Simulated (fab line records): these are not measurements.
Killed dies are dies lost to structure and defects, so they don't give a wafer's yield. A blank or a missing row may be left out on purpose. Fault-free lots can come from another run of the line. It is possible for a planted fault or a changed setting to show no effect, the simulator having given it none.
Problem report in the 8D (eight disciplines) form, filled by code | flow nand-harc | the parts of the form that need people (team, actions taken, sign-off) are left out

== 1. THE PROBLEM ==
Mean of thk-nm at NHARC_A_ONON_D1_THK_MEAS_21: 577 nm across 6 wafers in 2 lots; on wafers with no fault it is 1001 nm (standard deviation 9). That is -47 standard deviations from the usual mean.
The step: measures by ellipsometry.
The first sign was on wafer L612.3 at day 10 07:46, on film-metro-01. The record holds 36 wafers of 12 lots with a number at this step. The rule behind "out" and "out of limits": a value lying over 4 standard deviations away from the usual mean. Any other wafer with a number is counted as sound.

== 2. WHAT IT IS, WHAT IT ISN'T ==
question                    | is                           | is not
which readings at this step | thk-nm                       | -
which lots                  | L612, L614                   | L603, L606, L608, L609, L610, L615, L619, L621, L624, L625
which wafers of those lots  | all that have a number       | -
read on which gauges        | film-metro-01, film-metro-02 | -
when                        | from day 10 07:46            | up to then (15 sound wafers); but 15 sound wafers of L615, L619, L621, L624, L625 came after

== 3. WHAT RULES OUT EACH SUSPECT ==
Counting: a tool stays on the suspect list if, at a process step up to the reading, it processed all lots that are out and no sound lot following the first of them.
- the gauge at NHARC_A_ONON_D1_THK_MEAS_21: ruled out. Those wafers that are out were read across 2 gauges (film-metro-01, film-metro-02).
- pvd-sputter-03 at NHARC_P_BONDPAD_DEGAS_25 (time 60 s): ruled out as a lasting fault. Following L612 (day 8 17:33), the first lot on it that is out, the sound lots L615 were run on it.
- pecvd-onon-03 at NHARC_A_ONON_D1_DEP_19 (target thk 1000 nm): ruled out as a lasting fault. Following L612 (day 10 07:23), the first lot on it that is out, the sound lots L624, L625 were run on it.
Left after counting: nothing in the record.

== 4. THE CAUSE (what the simulator had put in) ==
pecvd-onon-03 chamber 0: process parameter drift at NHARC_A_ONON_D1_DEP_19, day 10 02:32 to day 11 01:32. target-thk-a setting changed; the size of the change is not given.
The count ruled it out by mistake, since the rule takes a fault to strike every lot its tool runs from the start of the fault on, and this one did not do so.

== 5. THE EFFECT CHAIN, in route order ==
Rows list readings where the struck wafers' mean (over those with a number) sits beyond 3 standard deviations from the usual. Readings are gone through only where the record gives a usual standard deviation; hours: the median, over the lots, of the time from a lot's start at the first step in this table giving one to that lot's start at this step; sigmas: the change measured in usual standard deviations.
hours | step                        | reading         | usual   | on struck wafers | change | sigmas
0     | NHARC_A_ONON_D1_THK_MEAS_21 | thk-nm          | 1001 nm | 577              | -424   | -47
275   | NHARC_END_SORT_01           | killed-at-array | 25      | 674              | +649   | +68
275   | NHARC_END_SORT_01           | killed-dies     | 29      | 677              | +648   | +65

== 6. HOW IT WOULD HAVE BEEN CAUGHT EARLIER ==
5 hours passed between the start of the fault at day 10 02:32 and the first reading out of limits at a measuring or inspecting step in this record, taken at day 10 07:46.
An alarm limit of 4 standard deviations would not have fired on the tool readings at NHARC_A_ONON_D1_DEP_19 for which the record gives a usual standard deviation, since none of them was out on any struck wafer.
